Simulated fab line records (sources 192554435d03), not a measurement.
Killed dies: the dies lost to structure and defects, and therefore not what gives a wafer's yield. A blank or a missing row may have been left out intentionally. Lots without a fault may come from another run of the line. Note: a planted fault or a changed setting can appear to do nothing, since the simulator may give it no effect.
fab line records + flow n5-finfet
record
- lots=7
- wafers=39
route steps=1938 shown FIN_SAQP@130 DUMMY_GATE@237 MOL_CONTACT_COAG@570
start-h: the number of hours between the record's first day and the start of the first shown wafer of the lot + wait-h: hours elapsed since this lot's preceding step + " unchanged from the row above + L1.1+2: a row that stands for several wafers + - no value present, or no start provided + * or withheld: withheld + < > ~ a bound
route shown NAME@n: names a module that has steps shown in the file, with the first one's number in the route + usual: mean and standard deviation over wafers with no fault + same: alike in all rows + chamber/n: place in a boat + sites: the reading at each site + _std_site: their standard deviation + _edge_site: outer sites' mean less inner sites' + radius-mm: for every site, how far away it sits from the centre of the wafer + mask NAME#n: copy n + behind: the most recent tool/chamber to have shaped the wafer + hold: the reason the lot was held/the length of the hold in hours/how it ended + device: the n, p or np transistor that did not switch + end of line: tests of these same wafers at the route's end + for a step that has no rows: nothing shown but its recipe + killed: not the wafer's yield, but the dies lost to structure and defects at the first sort + map: a wafer's dies, x killed, . not, _ none there
set.NAME: setting as actually run; set.NAME@STEP: the setting as run at that earlier step + model.NAME: the simulator's own value behind a step, which no gauge read
lots with deliberately changed settings; one table per step, one row per wafer
## steps
# step N5_FIN_SAQP_ETCH_65
# recipe
- chemistry=CF4
- target=SiO2
- target-depth-a=40
- ion-energy-ev=350
- time-s=4.4
- pressure-mtorr=10
- icp-w=800
- bias-w=400
- cf4-flow-sccm=80
| lot.wafer | tool      | chamber | start-h | wait-h | set.time-s | model.etch.depth-nm |
|-----------|-----------|---------|---------|--------|------------|---------------------|
| L076.1    | rie-si-03 | 2       | 36.51   | 0.1    | 4.4        | 4.073               |
| L076.2    | "         | 1       | "       | "      | 4.4        | 4.05                |
| L076.3    | "         | 3       | "       | "      | 3.917      | 3.592               |
| L076.4    | "         | 0       | "       | "      | 4.4        | 3.971               |
| L076.5    | "         | 0       | "       | "      | 3.917      | 3.518               |
| L076.6    | "         | 1       | "       | "      | 3.917      | 3.621               |
| L077.1    | rie-si-03 | 1       | 42.08   | 0.1    | 4.4        | 4.003               |
| L077.2    | "         | 3       | "       | "      | 4.4        | 3.98                |
| L077.3    | "         | 0       | "       | "      | 4.4        | 3.932               |
| L077.4    | "         | 2       | "       | "      | 4.4        | 4.037               |
| L077.5    | "         | 3       | "       | "      | 4.4        | 3.994               |
| L077.6    | "         | 0       | "       | "      | 4.4        | 3.931               |
| L081.1    | rie-si-01 | 1       | 66.83   | 0.1    | 4.04       | 3.556               |
| L081.2    | "         | 0       | "       | "      | 4.04       | 3.55                |
| L081.3    | "         | 2       | "       | "      | 4.4        | 3.954               |
| L081.4    | "         | 3       | "       | "      | 4.04       | 3.664               |
| L081.5    | "         | 1       | "       | "      | 4.4        | 3.897               |
| L081.6    | "         | 2       | "       | "      | 4.4        | 3.981               |
| L083.1    | rie-si-01 | 0       | 79.63   | 0.1    | 5.244      | 4.615               |
| L083.2    | "         | 3       | "       | "      | 4.4        | 3.989               |
| L083.3    | "         | 1       | "       | "      | 5.244      | 4.677               |
| L083.4    | "         | 2       | "       | "      | 4.4        | 3.992               |
| L083.5    | "         | 1       | "       | "      | 5.244      | 4.62                |
| L083.6    | "         | 0       | "       | "      | 4.4        | 3.885               |
| L086.1    | rie-si-01 | 2       | 97.22   | 0.1    | 4.4        | 4.029               |
| L086.4    | "         | 1       | "       | "      | 4.4        | 3.873               |
| L086.5    | "         | 2       | "       | "      | 4.4        | 3.999               |
| L088.1    | rie-si-01 | 1       | 109.39  | 0.1    | 4.4        | 3.92                |
| L088.2    | "         | 0       | "       | "      | 4.4        | 3.912               |
| L088.3    | "         | 2       | "       | "      | 4.4        | 4.029               |
| L088.4    | "         | 3       | "       | "      | 4.732      | 4.336               |
| L088.5    | "         | 0       | "       | "      | 4.732      | 4.255               |
| L088.6    | "         | 3       | "       | "      | 4.732      | 4.322               |
| L093.1    | rie-si-01 | 0       | 139.20  | 0.1    | 4.4        | 3.93                |
| L093.2    | "         | 2       | "       | "      | 3.524      | 3.206               |
| L093.3    | "         | 1       | "       | "      | 3.524      | 3.135               |
| L093.4    | "         | 3       | "       | "      | 4.4        | 3.961               |
| L093.5    | "         | 0       | "       | "      | 3.524      | 3.149               |
| L093.6    | "         | 3       | "       | "      | 4.4        | 3.974               |
# step N5_FIN_SAQP_ETCH_64
# recipe
- chemistry=CF4
- target=SiO2
- target-depth-a=15
- ion-energy-ev=350
- pressure-mtorr=10
- icp-w=800
- bias-w=400
- cf4-flow-sccm=80
| lot.wafer | tool      | chamber | start-h | wait-h | set.bias-w | model.etch.depth-nm |
|-----------|-----------|---------|---------|--------|------------|---------------------|
| L076.1    | rie-si-03 | 2       | 38.21   | 0.0    | 329.5      | 1.457               |
| L076.2    | "         | 0       | "       | "      | 329.5      | 1.414               |
| L076.3    | "         | 3       | "       | "      | 329.5      | 1.424               |
| L076.4    | "         | 1       | "       | "      | 400        | 1.528               |
| L076.5    | "         | 2       | "       | "      | 400        | 1.538               |
| L076.6    | "         | 3       | "       | "      | 400        | 1.509               |
| L077.1    | rie-si-01 | 2       | 44.03   | 0.0    | 400        | 1.513               |
| L077.2    | "         | 1       | "       | "      | 400        | 1.48                |
| L077.3    | "         | 3       | "       | "      | 400        | 1.529               |
| L077.4    | "         | 0       | "       | "      | 400        | 1.466               |
| L077.5    | "         | 1       | "       | "      | 400        | 1.477               |
| L077.6    | "         | 2       | "       | "      | 400        | 1.512               |
| L081.1    | rie-si-03 | 2       | 68.54   | 0.0    | 400        | 1.533               |
| L081.2    | "         | 0       | "       | "      | 400        | 1.479               |
| L081.3    | "         | 3       | "       | "      | 400        | 1.515               |
| L081.4    | "         | 1       | "       | "      | 371.2      | 1.477               |
| L081.5    | "         | 0       | "       | "      | 371.2      | 1.458               |
| L081.6    | "         | 1       | "       | "      | 371.2      | 1.476               |
| L083.1    | rie-si-03 | 1       | 81.75   | 0.0    | 330.8      | 1.406               |
| L083.2    | "         | 3       | "       | "      | 330.8      | 1.411               |
| L083.3    | "         | 2       | "       | "      | 400        | 1.515               |
| L083.4    | "         | 0       | "       | "      | 400        | 1.479               |
| L083.5    | "         | 2       | "       | "      | 330.8      | 1.434               |
| L083.6    | "         | 3       | "       | "      | 400        | 1.503               |
| L086.1    | rie-si-03 | 2       | 101.28  | 0.0    | 400        | 1.515               |
| L086.4    | "         | 3       | "       | "      | 400        | 1.507               |
| L086.5    | "         | 1       | "       | "      | 400        | 1.5                 |
| L088.1    | rie-si-01 | 0       | 111.29  | 0.0    | 347.7      | 1.399               |
| L088.2    | "         | 3       | "       | "      | 400        | 1.497               |
| L088.3    | "         | 1       | "       | "      | 347.7      | 1.403               |
| L088.4    | "         | 2       | "       | "      | 400        | 1.502               |
| L088.5    | "         | 3       | "       | "      | 347.7      | 1.433               |
| L088.6    | "         | 2       | "       | "      | 400        | 1.503               |
| L093.1    | rie-si-01 | 3       | 140.92  | 0.0    | 343.4      | 1.456               |
| L093.2    | "         | 2       | "       | "      | 400        | 1.509               |
| L093.3    | "         | 0       | "       | "      | 343.4      | 1.41                |
| L093.4    | "         | 1       | "       | "      | 343.4      | 1.409               |
| L093.5    | "         | 0       | "       | "      | 400        | 1.475               |
| L093.6    | "         | 1       | "       | "      | 400        | 1.482               |
# step N5_DUMMY_GATE_ETCH_37
# recipe
- chemistry=N2/H2
- target=SOC
- target-depth-a=600
- overetch-a=300
- temp-c=40
- ion-energy-ev=200
- pressure-mtorr=30
- source-w=840
- bias-w=150
- n2-flow-sccm=200
- h2-flow-sccm=200
# usual
- rf-vpp-V=524.1/2.9
| lot.wafer | tool        | chamber | start-h | wait-h | set.source-w | rf-vpp-V |
|-----------|-------------|---------|---------|--------|--------------|----------|
| L076.1    | rie-diel-06 | 1       | 58.88   | 0.0    | 840          | 519.3    |
| L076.2    | "           | 0       | "       | "      | 779.3        | 538.6    |
| L076.3    | "           | 3       | "       | "      | 779.3        | 536.0    |
| L076.4    | "           | 2       | "       | "      | 840          | 520.0    |
| L076.5    | "           | 2       | "       | "      | 840          | 520.1    |
| L076.6    | "           | 3       | "       | "      | 779.3        | 537.1    |
| L077.1    | rie-diel-06 | 3       | 63.97   | 0.0    | 950.1        | 502.2    |
| L077.2    | "           | 2       | "       | "      | 840          | 520.6    |
| L077.3    | "           | 1       | "       | "      | 840          | 518.2    |
| L077.4    | "           | 0       | "       | "      | 840          | 528.2    |
| L077.5    | "           | 2       | "       | "      | 950.1        | 498.1    |
| L077.6    | "           | 3       | "       | "      | 950.1        | 503.3    |
| L081.1    | rie-diel-04 | 2       | 88.13   | 0.0    | 840          | 525.4    |
| L081.2    | "           | 1       | "       | "      | 944.8        | 506.1    |
| L081.3    | "           | 0       | "       | "      | 840          | 526.5    |
| L081.4    | "           | 3       | "       | "      | 944.8        | 505.2    |
| L081.5    | "           | 0       | "       | "      | 944.8        | 506.0    |
| L081.6    | "           | 3       | "       | "      | 840          | 526.4    |
| L083.1    | rie-diel-04 | 1       | 103.03  | 0.0    | 840          | 527.7    |
| L083.2    | "           | 2       | "       | "      | 840          | 525.2    |
| L083.3    | "           | 0       | "       | "      | 840          | 527.2    |
| L083.4    | "           | 3       | "       | "      | 840          | 526.2    |
| L083.5    | "           | 0       | "       | "      | 840          | 527.7    |
| L083.6    | "           | 3       | "       | "      | 840          | 526.0    |
| L086.1    | rie-diel-06 | 0       | 123.03  | 0.0    | 840          | 527.2    |
| L086.4    | "           | 2       | "       | "      | 840          | 519.2    |
| L086.5    | "           | 3       | "       | "      | 840          | 522.3    |
| L088.1    | rie-diel-04 | 2       | 133.24  | 0.0    | 782.2        | 537.3    |
| L088.2    | "           | 0       | "       | "      | 840          | 528.6    |
| L088.3    | "           | 3       | "       | "      | 840          | 527.5    |
| L088.4    | "           | 1       | "       | "      | 782.2        | 537.7    |
| L088.5    | "           | 2       | "       | "      | 840          | 524.0    |
| L088.6    | "           | 3       | "       | "      | 782.2        | 538.4    |
| L093.1    | rie-diel-06 | 1       | 160.54  | 0.0    | 985.4        | 491.9    |
| L093.2    | "           | 0       | "       | "      | 840          | 526.1    |
| L093.3    | "           | 3       | "       | "      | 985.4        | 495.3    |
| L093.4    | "           | 2       | "       | "      | 840          | 528.5    |
| L093.5    | "           | 1       | "       | "      | 985.4        | 492.3    |
| L093.6    | "           | 0       | "       | "      | 840          | 526.6    |
# step N5_DUMMY_GATE_ETCH_31
# recipe
- chemistry=C4F6/O2
- target=SiO2
- mask-material=SOC
- target-depth-a=825
- time-s=27.5
- ion-energy-ev=250
- pressure-mtorr=30
- source-w=345
- bias-w=185
- Ar_flow_sccm=300
- C4F6_flow_sccm=10
- O2_flow_sccm=10
| lot.wafer | tool        | chamber | start-h | wait-h | set.target-depth-a | model.etch.depth-nm | model.SOC_of_DUMMY_GATE_COAT_34.thk-nm |
|-----------|-------------|---------|---------|--------|--------------------|---------------------|----------------------------------------|
| L076.1    | rie-diel-04 | 0       | 59.20   | 0.1    | 825                | 82.28               | 52                                     |
| L076.2    | "           | 2       | "       | "      | 825                | 80.61               | 52.2                                   |
| L076.3    | "           | 3       | "       | "      | 911.8              | 89.93               | 51.2                                   |
| L076.4    | "           | 1       | "       | "      | 911.8              | 91.37               | 51                                     |
| L076.5    | "           | 1       | "       | "      | 911.8              | 91.91               | 51                                     |
| L076.6    | "           | 2       | "       | "      | 825                | 81.18               | 52                                     |
| L077.1    | rie-diel-01 | 3       | 64.25   | 0.0    | 825                | 81.59               | 52                                     |
| L077.2    | "           | 0       | "       | "      | 909.1              | 88.53               | 51.4                                   |
| L077.3    | "           | 1       | "       | "      | 909.1              | 90.54               | 51.4                                   |
| L077.4    | "           | 2       | "       | "      | 825                | 81.27               | 52.2                                   |
| L077.5    | "           | 1       | "       | "      | 825                | 82.52               | 52.2                                   |
| L077.6    | "           | 2       | "       | "      | 909.1              | 88.15               | 51.6                                   |
| L081.1    | rie-diel-06 | 0       | 88.41   | 0.0    | 825                | 81.62               | 52                                     |
| L081.2    | "           | 1       | "       | "      | 825                | 83.39               | 52                                     |
| L081.3    | "           | 3       | "       | "      | 825                | 85.2                | 51.6                                   |
| L081.4    | "           | 2       | "       | "      | 825                | 81.8                | 52.2                                   |
| L081.5    | "           | 2       | "       | "      | 825                | 82.56               | 52.2                                   |
| L081.6    | "           | 3       | "       | "      | 825                | 85.21               | 51.8                                   |
| L083.1    | rie-diel-01 | 2       | 103.36  | 0.1    | 774.9              | 75.64               | 52.6                                   |
| L083.2    | "           | 1       | "       | "      | 825                | 83.28               | 52                                     |
| L083.3    | "           | 3       | "       | "      | 774.9              | 76.77               | 52.6                                   |
| L083.4    | "           | 0       | "       | "      | 774.9              | 76.71               | 52.6                                   |
| L083.5    | "           | 1       | "       | "      | 825                | 82.54               | 52                                     |
| L083.6    | "           | 2       | "       | "      | 825                | 81.69               | 52.2                                   |
| L086.1    | rie-diel-01 | 2       | 123.41  | 0.1    | 825                | 80.32               | 52.2                                   |
| L086.4    | "           | 3       | "       | "      | 825                | 80.79               | 52.4                                   |
| L086.5    | "           | 1       | "       | "      | 825                | 81.91               | 52.4                                   |
| L088.1    | rie-diel-01 | 3       | 133.52  | 0.0    | 719.2              | 70.92               | 53                                     |
| L088.2    | "           | 2       | "       | "      | 719.2              | 70.97               | 53                                     |
| L088.3    | "           | 0       | "       | "      | 825                | 81.52               | 52                                     |
| L088.4    | "           | 1       | "       | "      | 825                | 82.89               | 51.8                                   |
| L088.5    | "           | 2       | "       | "      | 719.2              | 71.03               | 52.8                                   |
| L088.6    | "           | 1       | "       | "      | 825                | 83.11               | 51.8                                   |
| L093.1    | rie-diel-06 | 2       | 160.97  | 0.2    | 825                | 83.48               | 51.8                                   |
| L093.2    | "           | 0       | "       | "      | 731.3              | 72.44               | 52.8                                   |
| L093.3    | "           | 3       | "       | "      | 825                | 82.88               | 51.6                                   |
| L093.4    | "           | 1       | "       | "      | 731.3              | 73.93               | 53                                     |
| L093.5    | "           | 0       | "       | "      | 731.3              | 72.33               | 53                                     |
| L093.6    | "           | 3       | "       | "      | 825                | 83.38               | 51.6                                   |
# step N5_MOL_CONTACT_COAG_EXPOSE_81
# recipe
- mask-id=VG
- na=0.33
- source-shape=annular
- sigma-inner=0.3
- sigma-outer=0.7
- polarization=unpolarized
- defocus-nm=0
- dose-mj=59.5
| lot.wafer  | tool           | chamber | start-h | wait-h | mask | set.dose-mj |
|------------|----------------|---------|---------|--------|------|-------------|
| L076.1+4+6 | euv-scanner-02 | 0       | 108.81  | -      | VG#0 | 55.55       |
| L076.2+3+5 | "              | 0       | "       | "      | VG#0 | 59.5        |
| L077.1+2+4 | euv-scanner-02 | 0       | 113.92  | -      | VG#0 | 56.81       |
| L077.3+5+6 | "              | 0       | "       | "      | VG#0 | 59.5        |
| L081.1+3+4 | euv-scanner-02 | 0       | 142.08  | -      | VG#0 | 59.5        |
| L081.2+5+6 | "              | 0       | "       | "      | VG#0 | 56.75       |
| L083.1+5+6 | euv-scanner-02 | 0       | 152.99  | -      | VG#0 | 57.5        |
| L083.2+3+4 | "              | 0       | "       | "      | VG#0 | 59.5        |
| L086.1+4+5 | euv-scanner-02 | 0       | 177.21  | -      | VG#0 | 59.5        |
| L088.1+2+6 | euv-scanner-02 | 0       | 188.35  | -      | VG#0 | 59.5        |
| L088.3+4+5 | "              | 0       | "       | "      | VG#0 | 61.21       |
| L093.1+4+5 | euv-scanner-02 | 0       | 215.68  | -      | VG#0 | 63.09       |
| L093.2+3+6 | "              | 0       | "       | "      | VG#0 | 59.5        |
# step N5_MOL_CONTACT_COAG_PEB_82
# recipe
- peb-temp-c=100
- peb-time-s=60
- resist=CAR-EUV
# step N5_MOL_CONTACT_COAG_DEVELOP_83
# recipe
- develop-time-s=30
- developer=TMAH
- resist=CAR-EUV
- rinse-liquid=surfactant-rinse
- dry=air-spin
- dev-temp-c=23
# step N5_MOL_CONTACT_COAG_CD_MEAS_84
# recipe
- target-cd-nm=25.1
- landing-energy-ev=500
- detector=se-inlens
- polarity=opening
# usual
- cd-nm=25.20/0.24
| lot.wafer | tool      | chamber | start-h | wait-h | set.dose-mj@MOL_CONTACT_COAG_EXPOSE_81 | cd-nm |
|-----------|-----------|---------|---------|--------|----------------------------------------|-------|
| L076.1    | cd-sem-01 | 0       | 108.95  | -      | 55.55                                  | 23.68 |
| L076.2    | "         | 0       | "       | "      | 59.5                                   | 25.29 |
| L076.3    | "         | 0       | "       | "      | 59.5                                   | 25.12 |
| L076.4    | "         | 0       | "       | "      | 55.55                                  | 23.55 |
| L076.5    | "         | 0       | "       | "      | 59.5                                   | 25.26 |
| L076.6    | "         | 0       | "       | "      | 55.55                                  | 23.72 |
| L077.1    | cd-sem-03 | 0       | 114.06  | -      | 56.81                                  | 24.37 |
| L077.2    | "         | 0       | "       | "      | 56.81                                  | 24.10 |
| L077.3    | "         | 0       | "       | "      | 59.5                                   | 25.04 |
| L077.4    | "         | 0       | "       | "      | 56.81                                  | 24.03 |
| L077.5    | "         | 0       | "       | "      | 59.5                                   | 25.27 |
| L077.6    | "         | 0       | "       | "      | 59.5                                   | 24.98 |
| L081.1    | cd-sem-03 | 0       | 142.22  | -      | 59.5                                   | 25.43 |
| L081.2    | "         | 0       | "       | "      | 56.75                                  | 24.33 |
| L081.3    | "         | 0       | "       | "      | 59.5                                   | 25.50 |
| L081.4    | "         | 0       | "       | "      | 59.5                                   | 25.26 |
| L081.5    | "         | 0       | "       | "      | 56.75                                  | 24.36 |
| L081.6    | "         | 0       | "       | "      | 56.75                                  | 24.41 |
| L083.1    | cd-sem-02 | 0       | 153.13  | -      | 57.5                                   | 24.33 |
| L083.2    | "         | 0       | "       | "      | 59.5                                   | 25.17 |
| L083.3    | "         | 0       | "       | "      | 59.5                                   | 25.26 |
| L083.4    | "         | 0       | "       | "      | 59.5                                   | 25.20 |
| L083.5    | "         | 0       | "       | "      | 57.5                                   | 24.74 |
| L083.6    | "         | 0       | "       | "      | 57.5                                   | 24.64 |
| L086.1    | cd-sem-01 | 0       | 177.35  | -      | 59.5                                   | 25.11 |
| L086.4    | "         | 0       | "       | "      | 59.5                                   | 25.84 |
| L086.5    | "         | 0       | "       | "      | 59.5                                   | 25.33 |
| L088.1    | cd-sem-01 | 0       | 188.50  | -      | 59.5                                   | 25.49 |
| L088.2    | "         | 0       | "       | "      | 59.5                                   | 25.39 |
| L088.3    | "         | 0       | "       | "      | 61.21                                  | 25.87 |
| L088.4    | "         | 0       | "       | "      | 61.21                                  | 26.07 |
| L088.5    | "         | 0       | "       | "      | 61.21                                  | 26.10 |
| L088.6    | "         | 0       | "       | "      | 59.5                                   | 25.33 |
| L093.1    | cd-sem-01 | 0       | 215.82  | -      | 63.09                                  | 26.75 |
| L093.2    | "         | 0       | "       | "      | 59.5                                   | 25.10 |
| L093.3    | "         | 0       | "       | "      | 59.5                                   | 24.98 |
| L093.4    | "         | 0       | "       | "      | 63.09                                  | 26.57 |
| L093.5    | "         | 0       | "       | "      | 63.09                                  | 26.35 |
| L093.6    | "         | 0       | "       | "      | 59.5                                   | 25.16 |
# step N5_MOL_CONTACT_COAG_PRECLEAN_144
# recipe
- chemistry=alkaline-clean
- temp-c=60
- time-s=60
- do-ppb=50
# step N5_MOL_CONTACT_COAG_SRD_145
# recipe
- dry=ipa-marangoni
- time-s=30
- temp-c=23
- rinse-liquid=diw
# step N5_MOL_CONTACT_COAG_CD_MEAS_137
# recipe
- target-cd-nm=16
# usual
- cd-nm=16.1/0.31
| lot.wafer | tool      | chamber | start-h | wait-h | set.dose-mj@MOL_CONTACT_COAG_EXPOSE_81 | cd-nm |
|-----------|-----------|---------|---------|--------|----------------------------------------|-------|
| L076.1    | cd-sem-03 | -       | 110.79  | 0.0    | 55.55                                  | 14.9  |
| L076.2    | "         | -       | "       | "      | 59.5                                   | 16.2  |
| L076.3    | "         | -       | "       | "      | 59.5                                   | 16.4  |
| L076.4    | "         | -       | "       | "      | 55.55                                  | 15.2  |
| L076.5    | "         | -       | "       | "      | 59.5                                   | 16.7  |
| L076.6    | "         | -       | "       | "      | 55.55                                  | 14.3  |
| L077.1    | cd-sem-02 | -       | 115.36  | 0.0    | 56.81                                  | 15.1  |
| L077.2    | "         | -       | "       | "      | 56.81                                  | 15.1  |
| L077.3    | "         | -       | "       | "      | 59.5                                   | 15.8  |
| L077.4    | "         | -       | "       | "      | 56.81                                  | 14.8  |
| L077.5    | "         | -       | "       | "      | 59.5                                   | 15.9  |
| L077.6    | "         | -       | "       | "      | 59.5                                   | 16.1  |
| L081.1    | cd-sem-02 | -       | 143.15  | 0.0    | 59.5                                   | 16.1  |
| L081.2    | "         | -       | "       | "      | 56.75                                  | 15.2  |
| L081.3    | "         | -       | "       | "      | 59.5                                   | 16.3  |
| L081.4    | "         | -       | "       | "      | 59.5                                   | 16.0  |
| L081.5    | "         | -       | "       | "      | 56.75                                  | 14.9  |
| L081.6    | "         | -       | "       | "      | 56.75                                  | 15.1  |
| L083.1    | cd-sem-02 | -       | 154.38  | 0.0    | 57.5                                   | 15.3  |
| L083.2    | "         | -       | "       | "      | 59.5                                   | 16.6  |
| L083.3    | "         | -       | "       | "      | 59.5                                   | 16.4  |
| L083.4    | "         | -       | "       | "      | 59.5                                   | 15.7  |
| L083.5    | "         | -       | "       | "      | 57.5                                   | 15.7  |
| L083.6    | "         | -       | "       | "      | 57.5                                   | 15.3  |
| L086.1    | cd-sem-02 | -       | 178.34  | 0.0    | 59.5                                   | 16.1  |
| L086.4    | "         | -       | "       | "      | 59.5                                   | 16.5  |
| L086.5    | "         | -       | "       | "      | 59.5                                   | 16.0  |
| L088.1    | cd-sem-02 | -       | 189.91  | 0.0    | 59.5                                   | 16.5  |
| L088.2    | "         | -       | "       | "      | 59.5                                   | 15.6  |
| L088.3    | "         | -       | "       | "      | 61.21                                  | 16.3  |
| L088.4    | "         | -       | "       | "      | 61.21                                  | 16.4  |
| L088.5    | "         | -       | "       | "      | 61.21                                  | 17.0  |
| L088.6    | "         | -       | "       | "      | 59.5                                   | 16.5  |
| L093.1    | cd-sem-02 | -       | 216.99  | 0.0    | 63.09                                  | 17.5  |
| L093.2    | "         | -       | "       | "      | 59.5                                   | 16.1  |
| L093.3    | "         | -       | "       | "      | 59.5                                   | 16.8  |
| L093.4    | "         | -       | "       | "      | 63.09                                  | 17.6  |
| L093.5    | "         | -       | "       | "      | 63.09                                  | 16.9  |
| L093.6    | "         | -       | "       | "      | 59.5                                   | 16.2  |
## key
split
- step=N5_FIN_SAQP_ETCH_65
- setting=time-s
- stated=4.4
- by=wafer
response
- step=N5_FIN_SAQP_ETCH_65
- reading=model.etch.depth-nm
- change=+0.039
- per=1%
- r=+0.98
split
- step=N5_FIN_SAQP_ETCH_64
- setting=bias-w
- stated=400
- by=wafer
response
- step=N5_FIN_SAQP_ETCH_64
- reading=model.etch.depth-nm
- change=+0.00523
- per=1%
- r=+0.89
split
- step=N5_DUMMY_GATE_ETCH_37
- setting=source-w
- stated=840
- by=wafer
response
- step=N5_DUMMY_GATE_ETCH_37
- reading=rf-vpp-V
- change=-1.82
- per=1%
- r=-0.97
split
- step=N5_DUMMY_GATE_ETCH_31
- setting=target-depth-a
- stated=825
- by=wafer
response
- step=N5_DUMMY_GATE_ETCH_31
- reading=model.etch.depth-nm
- change=+0.879
- per=1%
- r=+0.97
response
- step=N5_DUMMY_GATE_ETCH_31
- reading=model.SOC_of_DUMMY_GATE_COAT_34.thk-nm
- change=-0.0892
- per=1%
- r=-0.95
split
- step=N5_MOL_CONTACT_COAG_EXPOSE_81
- setting=dose-mj
- stated=59.5
- by=wafer
response
- step=N5_MOL_CONTACT_COAG_CD_MEAS_84
- reading=cd-nm
- change=+0.227
- per=1%
- r=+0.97
response
- step=N5_MOL_CONTACT_COAG_CD_MEAS_137
- reading=cd-nm
- change=+0.206
- per=1%
- r=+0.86
